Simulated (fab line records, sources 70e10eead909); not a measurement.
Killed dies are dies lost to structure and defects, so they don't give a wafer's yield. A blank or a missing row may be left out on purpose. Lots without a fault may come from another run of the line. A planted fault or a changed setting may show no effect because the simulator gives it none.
fab line records | flow nand_harc
record lots=7 wafers=21 last_day=24
route steps=1159 shown P_CONTACT@236 END@1159
lots that met no fault: from a run of the same line without faults
start_h: hours from the record's first day to the start of the lot's first wafer shown | wait_h: hours since the lot's step before | " the same as in the row above | L1.1+2: a row that stands for several wafers | - no value, or no start given | * or withheld: withheld | < > ~ a bound
route shown NAME@n: a module of which the file shows steps, and the number in the route of the first | usual: mean/standard deviation of fault-free wafers | same: alike in all rows | chamber/n: place in a boat | sites: the reading at each site | _std_site: their standard deviation | _edge_site: outer sites' mean less inner sites' | radius_mm: how far each site lies from the wafer's centre | mask NAME#n: copy n | behind: the tool/chamber that last shaped the wafer | hold: why the lot was held/for how many hours/how that ended | device: the transistor (n, p or np) that didn't switch | end of line: the same wafers' tests at the end of the route | a step without rows: its recipe alone | killed: dies lost to structure and defects at the first sort, not the wafer's yield | map: a wafer's dies, x killed, . not, _ none there
set.NAME: the setting as run; set.NAME@STEP: as run at that earlier step | model.NAME: the simulator's own value behind a step, which no gauge read
lots at some steps of the route; a table a step, a row a wafer
services: from which hour (start_h, from the record's first day; less than 0 if before it) a tool's chamber was out of use, for how many hours, and why
## steps
# step NHARC_P_CONTACT_ETCH_35
# recipe target_depth_a=390 over_etch_frac=0.3 time_s=65 ion_energy_ev=80 cf4_flow_sccm=150 ar_flow_sccm=0 rf_w=300 bias_w=100 chemistry=CF4
# step NHARC_P_CONTACT_ETCH_36
# recipe target_depth_a=2600 over_etch_frac=0.25 time_s=406.25 ion_energy_ev=200 n2_flow_sccm=150 h2_flow_sccm=150 ar_flow_sccm=0 rf_w=400 bias_w=150 chemistry=N2/H2
# usual bias_w=150.0/0.41 drypump_motor_current_A=5.7/0.32 mfc_ar_sccm=0.012/0.015 oes_product_au=1.002/0.0093 rf_vpp_V=430.1/2.5 showerhead_plenum_p_Torr=2.02/0.082 throttle_valve_pct=14.171/0.0082
# columns lot.wafer tool chamber start_h wait_h bias_w drypump_motor_current_A mfc_ar_sccm oes_product_au rf_hours_counter_h rf_vpp_V showerhead_plenum_p_Torr throttle_valve_pct
L577.4 rie_diel-04 0 - - 149.8 5.7 0.020 1.016 0 428.2 2.01 14.176
L577.2 " 1 " " 149.8 5.1 0.029 1.017 0 426.9 1.96 14.182
L577.6 " 1 " " 149.7 5.1 0.029 1.010 - 427.3 1.95 14.173
L579.3 rie_diel-11 0 - - 150.6 5.5 0.026 1.011 8 425.7 1.93 14.176
L579.1 " 1 " " 150.4 6.1 0 1.017 8 428.7 2.00 14.173
L579.6 " 3 " " 150.4 5.7 0.045 1.015 - 427.0 1.94 14.172
L581.1 rie_diel-11 1 - - 150.1 6.1 0 1.025 11 428.3 2.00 14.190
L581.2 " 0 " " 150.2 5.5 0.026 1.011 10 428.2 1.92 14.164
L581.6 " 1 " " 150.2 6.1 0 1.012 - 428.8 2.00 14.159
L588.1 rie_diel-08 1 - - 150.1 5.8 0 0.995 5 436.0 2.18 14.166
L588.3 " 0 " " 150.4 5.7 0.001 0.994 6 429.2 2.01 14.166
L588.6 " 2 " " 149.8 5.1 0 1.009 - 432.3 2.12 14.178
L589.4 rie_diel-08 2 - - 150.1 5.1 0 1.008 6 432.6 2.12 14.184
L589.6 " 0 " " 150.4 5.7 0.001 0.995 - 429.3 2.01 14.174
L589.5 " 1 " " 150.1 5.8 0 0.997 - 434.8 2.18 14.162
L590.3 rie_diel-08 1 - - 150.1 5.8 0 0.985 7 434.7 2.18 14.181
L590.1 " 2 " " 150.2 5.2 0 0.995 6 432.6 2.12 14.166
L590.6 " 1 " " 149.6 5.8 0 0.994 - 433.9 2.18 14.155
L595.1 rie_diel-08 1 - - 150.3 5.8 0 0.981 9 433.5 2.18 14.171
L595.3 " 3 " " 149.0 6.2 0.013 0.997 10 429.6 2.00 14.157
L595.6 " 2 " " 149.6 5.1 0 1.003 - 433.1 2.12 14.176
# step NHARC_P_CONTACT_ETCH_18
# recipe target_depth_a=4810 time_s=240.5 c4f8_flow_sccm=20 o2_flow_sccm=10 ar_flow_sccm=withheld rf_w=600 bias_w=1500 chemistry=C4F8/O2/Ar
# usual bias_w=1501/4.6 oes_product_au=0.967/0.017 rf_vpp_V=977/5.2
# columns lot.wafer tool chamber start_h wait_h bias_w oes_product_au rf_hours_counter_h rf_vpp_V
L577.2 rie_diel-04 3 - - 1500 0.967 0 968
L577.4 " 0 " " 1503 0.961 0 975
L577.6 " 2 " " 1497 0.981 - 983
L579.1 rie_diel-11 1 - - 1505 0.938 9 977
L579.3 " 3 " " 1505 0.944 10 973
L579.6 " 1 " " 1495 0.938 - 975
L581.2 rie_diel-11 3 - - 1490 0.990 11 973
L581.1 " 0 " " 1509 0.994 10 970
L581.6 " 0 " " 1506 1.001 - 971
L588.3 rie_diel-08 2 - - 1506 0.964 5 983
L588.1 " 0 " " 1501 0.972 6 977
L588.6 " 1 " " 1498 0.968 - 986
L589.4 rie_diel-08 0 - - 1503 0.957 7 975
L589.6 " 3 " " 1504 0.972 - 975
L589.5 " 0 " " 1495 0.945 - 975
L590.1 rie_diel-08 2 - - 1505 0.975 6 982
L590.3 " 3 " " 1500 0.953 7 977
L590.6 " 2 " " 1500 0.980 - 983
L595.1 rie_diel-08 0 - - 1505 0.957 10 975
L595.3 " 3 " " 1513 0.949 10 975
L595.6 " 1 " " 1497 0.987 - 986
# step NHARC_P_CONTACT_STRIP_37
# recipe c4f8_flow_sccm=withheld o2_flow_sccm=8 ar_flow_sccm=withheld bias_w=0 chemistry=C4F8/O2/Ar
# step NHARC_P_CONTACT_ETCH_31
# recipe target_depth_a=300 time_s=85.7 ion_energy_ev=120 over_etch_frac=1 ch3f_flow_sccm=50 o2_flow_sccm=30 ar_flow_sccm=200 rf_w=500 bias_w=100 chemistry=CH3F/O2
# step NHARC_P_CONTACT_CD_MEAS_19
# usual cd_nm=89.8/1.6
# columns lot.wafer tool chamber start_h wait_h cd_nm
L577.2 cd_sem-02 - 122.02 - 90.9
L577.4 " - " " 89.3
L577.6 " - " " 91.4
L579.1 cd_sem-01 - 125.04 - 88.9
L579.3 " - " " 90.4
L579.6 " - " " 91.1
L581.1 cd_sem-02 - 138.24 - 89.5
L581.2 " - " " 90.2
L581.6 " - " " 89.4
L588.1 cd_sem-03 - 191.08 - 87.9
L588.3 " - " " 88.8
L588.6 " - " " 88.1
L589.4 cd_sem-01 - 192.78 - 91.5
L589.5 " - " " 89.8
L589.6 " - " " 93.1
L590.1 cd_sem-03 - 205.08 - 91.2
L590.3 " - " " 91.6
L590.6 " - " " 90.7
L595.1 cd_sem-03 - 228.28 - 89.1
L595.3 " - " " 90.3
L595.6 " - " " 89.1
# step NHARC_P_CONTACT_STRIP_28
# recipe o2_flow_sccm=500 ar_flow_sccm=0 bias_w=0 chemistry=O2
# usual drypump_motor_current_A=5.7/0.32 mfc_ar_sccm=0.013/0.016 oes_product_au=1.003/0.0097 rf_vpp_V=57.6/0.94 showerhead_plenum_p_Torr=3.49/0.12 throttle_valve_pct=17.037/0.0093
# same bias_w=0
# columns lot.wafer tool chamber start_h wait_h drypump_motor_current_A mfc_ar_sccm oes_product_au rf_hours_counter_h rf_vpp_V showerhead_plenum_p_Torr throttle_valve_pct
L577.4 rie_diel-11 0 122.13 0.1 5.5 0.026 1.010 8 57.2 3.35 17.027
L577.2 " 1 " " 6.1 0 1.021 8 57.3 3.47 17.018
L577.6 " 3 " " 5.7 0.045 1.014 - 56.4 3.37 17.035
L579.3 rie_diel-11 0 125.15 0.1 5.5 0.026 1.010 9 55.9 3.35 17.043
L579.1 " 1 " " 6.1 0 1.008 9 57.9 3.47 17.041
L579.6 " 3 " " 5.7 0.045 1.012 - 57.4 3.37 17.017
L581.2 rie_diel-11 1 138.31 0.1 6.1 0 1.011 11 58.2 3.47 17.040
L581.1 " 3 " " 5.7 0.045 1.014 11 56.4 3.37 17.043
L581.6 " 2 " " 5.6 0.007 1.013 - 55.7 3.52 17.041
L588.1 rie_diel-08 3 191.16 0.1 6.3 0.013 1.002 6 56.9 3.47 17.025
L588.3 " 0 " " 5.7 0.001 0.995 6 58.2 3.48 17.025
L588.6 " 0 " " 5.7 0.001 0.992 - 57.9 3.48 17.035
L589.4 rie_diel-04 2 192.89 0.1 5.7 0.010 0.992 26 57.5 3.62 17.044
L589.6 " 3 " " 6.2 0.000 0.996 - 56.4 3.29 17.056
L589.5 " 0 " " 5.7 0.020 1.004 - 58.4 3.46 17.020
L590.3 rie_diel-08 0 205.19 0.1 5.7 0.001 0.989 7 58.3 3.48 17.033
L590.1 " 1 " " 5.8 0 0.985 7 59.0 3.75 17.039
L590.6 " 3 " " 6.2 0.013 0.992 - 58.2 3.47 17.040
L595.1 rie_diel-11 0 228.39 0.1 5.5 0.026 1.007 4 57.7 3.34 17.041
L595.3 " 1 " " 6.1 0 1.006 4 56.7 3.46 17.025
L595.6 " 3 " " 5.7 0.045 0.995 - 59.4 3.37 17.023
# step NHARC_P_CONTACT_STRIP_29
# recipe time_s=1200 temp_c=72.5 chemistry=post_etch_residue_remover
# step NHARC_P_CONTACT_DEGAS_38
# recipe temp_c=300 time_s=60
# usual heater_power_w=456/35
# columns lot.wafer tool chamber start_h wait_h heater_power_w
L577.4 pvd_sputter-03 - 122.76 - 466
L577.2 " - " " 507
L577.6 " - " " 415
L579.3 pvd_sputter-01 - 125.75 - 421
L579.1 " - " " 469
L579.6 " - " " 426
L581.1 pvd_sputter-03 - 138.99 - 486
L581.2 " - " " 421
L581.6 " - " " 413
L588.1 pvd_sputter-01 - 191.81 - 470
L588.3 " - " " 535
L588.6 " - " " 471
L589.4 pvd_sputter-02 - 193.52 - 439
L589.6 " - " " 433
L589.5 " - " " 437
L590.1 pvd_sputter-01 - 205.81 - 465
L590.3 " - " " 475
L590.6 " - " " 467
L595.1 pvd_sputter-01 - 228.99 - 461
L595.3 " - " " 467
L595.6 " - " " 539
# step NHARC_P_CONTACT_PRE_CLEAN_39
# recipe time_s=19.5 bias_v=250 gas=Ar
# step NHARC_P_CONTACT_PVD_32
# recipe target_thk_a=50 chamber_pressure_pa=5 power_w=5000 substrate_temp_c=200 time_s=17.7 material=Ti
# step NHARC_P_CONTACT_ALD_22
# recipe target_thk_a=30 pulse_time_s=1 ald_cycles=150 temp_c=450 material=TiN
# usual heater_power_w=1066/98 precursor_pulse_height_rel=1.000/0.02
# columns lot.wafer tool chamber start_h wait_h heater_power_w precursor_pulse_height_rel
L577.2 ald_metal-01 2 123.01 - 1095 0.989
L577.4 " 0 " " 1163 0.970
L577.6 " 2 " " 1136 1.011
L579.3 ald_metal-01 1 126.01 - 1060 0.965
L579.1 " 2 " " 1099 0.980
L579.6 " 1 " " 1066 0.990
L581.2 ald_metal-01 0 139.23 - 1180 1.033
L581.1 " 3 " " 1011 0.994
L581.6 " 1 " " 1048 1.022
L588.1 ald_metal-01 0 192.05 - 1169 0.985
L588.3 " 1 " " 1045 1.007
L588.6 " 0 " " 1163 0.956
L589.4 ald_metal-03 2 193.81 - 1100 0.987
L589.5 " 0 " " 1191 0.999
L589.6 " 1 " " 912 1.046
L590.3 ald_metal-01 0 206.05 - 1149 1.040
L590.1 " 1 " " 1049 1.030
L590.6 " 1 " " 1066 0.967
L595.3 ald_metal-02 3 229.44 - 1096 0.987
L595.1 " 2 " " 866 0.983
L595.6 " 3 " " 1107 1.040
# step NHARC_P_CONTACT_CVD_23
# recipe target_thk_a=2000 temp_c=300 pressure_torr=40 wf6_flow_sccm=40 h2_flow_sccm=1600 ar_flow_sccm=1560 time_s=557 material=W
# usual heater_power_w=479/19 mfc_ar_sccm=1560/4.6 throttle_valve_pct=8.0/0.33
# columns lot.wafer tool chamber start_h wait_h heater_power_w mfc_ar_sccm throttle_valve_pct
L577.2 cvd_w-01 0 132.05 - 481 1563 7.6
L577.4 " 0 " " 476 1564 7.6
L577.6 " 1 " " 449 1564 8.0
L579.1 cvd_w-02 1 137.10 - 509 1562 8.5
L579.3 " 1 " " 500 1558 8.5
L579.6 " 0 " " 472 1563 7.7
L581.2 cvd_w-02 0 146.63 - 469 1559 7.9
L581.1 " 1 " " 511 1553 8.1
L581.6 " 0 " " 478 1569 7.8
L588.1 cvd_w-01 0 192.67 - 481 1570 7.7
L588.3 " 0 " " 492 1569 7.8
L588.6 " 1 " " 447 1551 7.9
L588.1 cvd_w-01 0 193.46 0.7 478 1568 7.8
L588.3 " 0 " " 477 1561 7.8
L588.6 " 1 " " 441 1555 7.8
L589.4 cvd_w-02 0 194.44 - 472 1567 7.7
L589.6 " 0 " " 471 1566 7.9
L589.5 " 1 " " 504 1561 8.8
L590.1 cvd_w-02 1 212.20 - 458 1557 8.2
L590.3 " 1 " " 462 1557 8.3
L590.6 " 0 " " 474 1561 7.6
L590.1 cvd_w-02 1 217.78 5.5 467 1569 8.1
L590.3 " 1 " " 466 1566 8.2
L590.6 " 0 " " 484 1564 7.6
L595.1 cvd_w-02 0 229.98 - 475 1564 7.6
L595.3 " 1 " " 482 1553 8.0
L595.6 " 0 " " 472 1571 7.6
L595.1 cvd_w-02 0 234.95 4.9 479 1553 7.6
L595.3 " 1 " " 465 1559 8.3
L595.6 " 0 " " 495 1551 7.7
# step NHARC_P_CONTACT_CMP_24
# recipe t_overpolish_s=30 target_thk_nm=200
# usual motor_current_A=12.4/1.4 overpolish_run_s=29.999/0.0084 time_to_endpoint_s=37.8/1.9
# columns lot.wafer tool chamber start_h wait_h motor_current_A overpolish_run_s time_to_endpoint_s
L577.4 cmp-03 0 132.70 0.4 10.2 29.991 39.0
L577.2 " 1 " " 13.2 29.999 40.4
L577.6 " 1 " " 13.4 30.016 40.7
L579.1 cmp-03 1 137.66 0.5 13.0 30.005 38.5
L579.3 " 0 " " 9.5 30.015 36.1
L579.6 " 2 " " 13.9 29.996 36.5
L581.1 cmp-04 2 147.28 0.5 11.3 30.012 38.5
L581.2 " 3 " " 12.4 30.002 35.7
L581.6 " 3 " " 12.0 30.002 37.9
L588.3 cmp-04 0 194.15 0.4 13.1 29.983 74.7
L588.1 " 2 " " 10.8 30.014 75.8
L588.6 " 0 " " 13.5 30.000 75.1
L589.4 cmp-01 2 194.99 0.5 9.5 29.984 34.1
L589.5 " 3 " " 11.9 30.006 38.4
L589.6 " 0 " " 11.8 30.002 37.8
L590.3 cmp-04 2 224.89 6.8 11.9 29.997 79.7
L590.1 " 1 " " 12.8 29.990 76.5
L590.6 " 3 " " 12.5 29.999 79.6
L595.3 cmp-03 3 235.68 0.4 13.9 30.020 77.4
L595.1 " 1 " " 12.9 29.993 79.6
L595.6 " 0 " " 9.8 29.997 79.6
# step NHARC_END_SORT_01
# recipe temp_c=25
# usual killed_at_array=24/8.8 killed_at_other=0.7/0.99 killed_at_periphery=3.5/2.6 killed_dies=28/9.3 killed_open=3.2/1.7 killed_short=1.7/1.4
# same gross_dies=677
# columns lot.wafer tool chamber start_h wait_h killed_at_array killed_at_other killed_at_periphery killed_dies killed_open killed_short
L581.1 prober-01 0 472.28 2.5 14 0 2 16 3 3
L581.2 prober-01 0 473.08 2.8 18 1 2 21 4 1
L581.6 prober-01 0 476.25 4.0 19 1 4 24 3 2
L589.4 prober-01 0 516.47 3.4 22 0 4 26 2 0
L589.5 prober-01 0 517.28 3.7 22 2 4 28 3 1
L589.6 prober-01 0 518.08 4.0 35 1 7 43 7 3
L590.1 prober-01 0 543.68 2.5 20 1 4 25 4 2
L590.3 prober-01 0 545.26 3.1 34 2 3 39 2 4
L590.6 prober-01 0 547.64 4.0 36 1 2 39 2 3
L595.3 prober-01 0 567.16 3.1 27 1 1 29 3 1
# killed by level:class
L581.1 A_CHANNEL_HOLE_D1:chamber_film_flake=4 A_WL_FILL:chamber_film_flake=2 A_CONTACT:chamber_film_flake=2 P_CONTACT:geometric_particle:open=1 P_CONTACT:geometric_particle:short=1 A_ONON_D1:geometric_particle:short=1 A_STAIRCASE:geometric_particle:short=1 A_BLC:geometric_particle:open=1
L581.2 A_CONTACT:chamber_film_flake=5 A_CHANNEL_HOLE_D1:chamber_film_flake=4 A_STAIRCASE:chamber_film_flake=3 P_CONTACT:geometric_particle:open=1 A_CHANNEL_FILL_D1:geometric_particle:open=1 A_CONTACT:geometric_particle:open=1 A_BLC:geometric_particle:open=1 A_M0:geometric_particle:short=1
L581.6 A_CHANNEL_HOLE_D1:chamber_film_flake=12 A_CONTACT:chamber_film_flake=5 P_STI:geometric_particle:short=1 P_CONTACT:geometric_particle:open=1 P_M0:geometric_particle:open=1 P_M1:geometric_particle:open=1 A_ONON_D1:geometric_particle:short=1 A_STAIRCASE:chamber_film_flake=1
L589.4 A_CHANNEL_HOLE_D1:chamber_film_flake=13 A_WL_FILL:chamber_film_flake=4 P_STI:chamber_film_flake=3 A_CONTACT:chamber_film_flake=2 A_ONON_D1:geometric_particle:open=1 A_CONTACT:geometric_particle:open=1 P_M0:chamber_film_flake=1 A_STAIRCASE:chamber_film_flake=1
L589.5 A_CHANNEL_HOLE_D1:chamber_film_flake=9 P_STI:chamber_film_flake=3 A_STAIRCASE:chamber_film_flake=3 A_WL_FILL:chamber_film_flake=3 A_CHANNEL_FILL_D1:chamber_film_flake=2 A_CONTACT:chamber_film_flake=2 P_CONTACT:geometric_particle:open=1 A_CHANNEL_HOLE_D1:geometric_particle:open=1
L589.6 A_CHANNEL_HOLE_D1:chamber_film_flake=20 P_STI:chamber_film_flake=4 A_STAIRCASE:chamber_film_flake=4 A_CONTACT:chamber_film_flake=4 P_CONTACT:geometric_particle:open=2 A_CONTACT:geometric_particle:open=2 P_CONTACT:geometric_particle:short=1 A_ONON_D1:geometric_particle:open=1
L590.1 A_CHANNEL_HOLE_D1:chamber_film_flake=14 P_CONTACT:geometric_particle:open=2 P_GATE:chamber_film_flake=2 A_CHANNEL_HOLE_D1:geometric_particle:open=1 A_CHANNEL_FILL_D1:geometric_particle:short=1 A_SGD_CUT:geometric_particle:open=1 A_CONTACT:geometric_particle:short=1 A_ZERO_WELL:chamber_film_flake=1
L590.3 A_CHANNEL_HOLE_D1:chamber_film_flake=19 A_CONTACT:chamber_film_flake=5 A_STAIRCASE:chamber_film_flake=3 A_BLC:chamber_film_flake=3 P_CONTACT:geometric_particle:short=1 P_M2:geometric_particle:short=1 A_CHANNEL_HOLE_D1:geometric_particle:open=1 A_WL_FILL:geometric_particle:open=1
L590.6 A_CHANNEL_HOLE_D1:chamber_film_flake=20 A_CONTACT:chamber_film_flake=8 A_BLC:chamber_film_flake=3 A_ONON_D1:geometric_particle:open=1 A_CHANNEL_FILL_D1:geometric_particle:open=1 A_STAIRCASE:geometric_particle:short=1 A_SGD_CUT:geometric_particle:short=1 A_WL_FILL:geometric_particle:short=1
L595.3 A_CHANNEL_HOLE_D1:chamber_film_flake=17 A_CONTACT:chamber_film_flake=2 A_ONON_D1:geometric_particle:short=1 A_CHANNEL_FILL_D1:geometric_particle:open=1 A_CONTACT:geometric_particle:open=1 A_BLC:geometric_particle:open=1 P_ZERO_WELL:chamber_film_flake=1 A_ZERO_WELL:chamber_film_flake=1
## services
# columns tool chamber start_h hours kind
ald_metal-01 2 97.56 4.6 repair
rie_diel-11 0 100.31 6.5 repair
ald_metal-01 - 102.00 10.0 pm
cmp-04 - 105.00 4.0 pm
rie_diel-08 0 110.29 4.6 repair
rie_diel-04 - 112.06 9.0 pm
pvd_sputter-01 - 114.58 3.1 repair
cvd_w-01 - 114.97 13.0 pm
rie_diel-08 - 124.80 9.0 pm
cmp-04 - 130.34 2.7 repair
rie_diel-11 0 138.16 2.9 repair
pvd_sputter-01 - 140.29 1.6 repair
rie_diel-04 2 141.44 6.3 repair
cmp-03 - 155.95 1.9 repair
pvd_sputter-01 - 158.02 10.0 pm
rie_diel-11 - 189.63 9.0 pm
cvd_w-02 - 199.11 13.0 pm
cvd_w-01 - 201.61 2.6 repair
rie_diel-04 0 201.75 5.7 repair
cmp-04 - 203.06 4.0 pm
rie_diel-08 0 215.45 2.0 repair
rie_diel-04 1 221.44 12.1 repair
rie_diel-08 1 224.33 3.2 repair
cmp-04 - 227.14 1.3 repair
## key
first_sign step=NHARC_P_CONTACT_CVD_23 reading=visit direction=added
effect step=NHARC_P_CONTACT_CMP_24 reading=time_to_endpoint_s direction=up sigmas=21 usual=* struck=*
met_at NHARC_P_CONTACT_CVD_23
struck_wafers L588.1,L588.3,L588.6,L590.1,L590.3,L590.6,L595.1,L595.3,L595.6
tester_left_out L588,L590,L595
fault kind=repeated_step_whole tool=cvd_w-01,cvd_w-02 chamber=- onset_h=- steps=NHARC_P_CONTACT_CVD_23 times=1 scope=struck_lots_only
# tester_left_out: of these lots the tester's yield and bins aren't shown, on N5 and GAA mostly nor the transistor test; their killed dies are dies lost to structure and defects alone, not to doping, threshold or leakage, so they don't give the yield
